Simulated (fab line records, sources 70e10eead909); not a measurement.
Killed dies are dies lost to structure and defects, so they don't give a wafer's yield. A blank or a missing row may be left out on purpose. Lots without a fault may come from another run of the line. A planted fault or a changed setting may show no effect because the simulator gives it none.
Which tool did it? | flow nand_harc | 7 lots, 21 wafers sampled, at 3 steps of a route of 1302

WHAT THE GAUGES READ, wafer by wafer
NHARC_A_CONTACT_CD_MEAS_08: target cd 200 nm.
lot  | measured     | on        | cd_nm (nm)
L485 | day 23 09:44 | cd_sem-01 | 200.4 199.9 199.0
L487 | day 24 14:02 | cd_sem-02 | 199.2 199.6 200.1
L489 | day 26 07:38 | cd_sem-02 | 199.6 199.1 200.0
L492 | day 27 01:33 | cd_sem-01 | 200.4 200.4 199.4
L502 | day 30 20:02 | cd_sem-02 | 199.4 199.9 199.0
L504 | day 31 09:07 | cd_sem-01 | 201.0 199.5 199.3
L505 | day 32 11:21 | cd_sem-02 | 200.3 199.1 200.0

WHICH TOOL RAN EACH LOT (tool, then ch and the chambers of the sampled wafers, then the start)
lot  | NHARC_A_CONTACT_ETCH_130             | NHARC_A_CONTACT_STRIP_82
L485 | har_cap_etch-01 ch 0,1, day 23 03:56 | rie_diel-08 ch 0,2,3, day 23 09:44 or earlier
L487 | har_cap_etch-01 ch 0,1, day 24 06:20 | rie_diel-03 ch 0,2,3, day 24 14:02 or earlier
L489 | har_cap_etch-03 ch 0,1, day 26 00:01 | rie_diel-08 ch 0,1,2, day 26 07:38 or earlier
L492 | har_cap_etch-01 ch 0,1, day 26 13:59 | rie_diel-08 ch 0,3, day 27 01:33 or earlier
L502 | har_cap_etch-03 ch 0,1, day 30 13:56 | rie_diel-08 ch 0,2,3, day 30 20:02 or earlier
L504 | har_cap_etch-01 ch 0,1, day 31 03:01 | rie_diel-02 ch 0,1, day 31 09:07 or earlier
L505 | har_cap_etch-03 ch 0,1, day 32 06:23 | rie_diel-08 ch 0,1,2, day 32 11:21 or earlier
- NHARC_A_CONTACT_ETCH_130: etches the open film in C4F8/O2/Ar, time 197 s, target depth 1918 nm.
- NHARC_A_CONTACT_STRIP_82: strips in O2.

THE ANSWER, worked out from the rows above alone
Rule: what is usual is taken from the lots themselves. Put in order of their means at a reading, lots are off if they are a third of the lots or fewer, leave a main group of 4 or more, and stand apart from it by a gap of 3 or more times the standard deviation of the main group's means; of several such gaps the widest counts. A main group whose means are all the same, to the digits that the tables above print for the reading, isn't used. A lot without any number at a reading at which 4 lots or more have one is off too. The other lots that the step has rows for count as sound.
No lot is off at any reading shown: from this, nothing can be told.

WHAT THE SIMULATOR HAD PUT IN
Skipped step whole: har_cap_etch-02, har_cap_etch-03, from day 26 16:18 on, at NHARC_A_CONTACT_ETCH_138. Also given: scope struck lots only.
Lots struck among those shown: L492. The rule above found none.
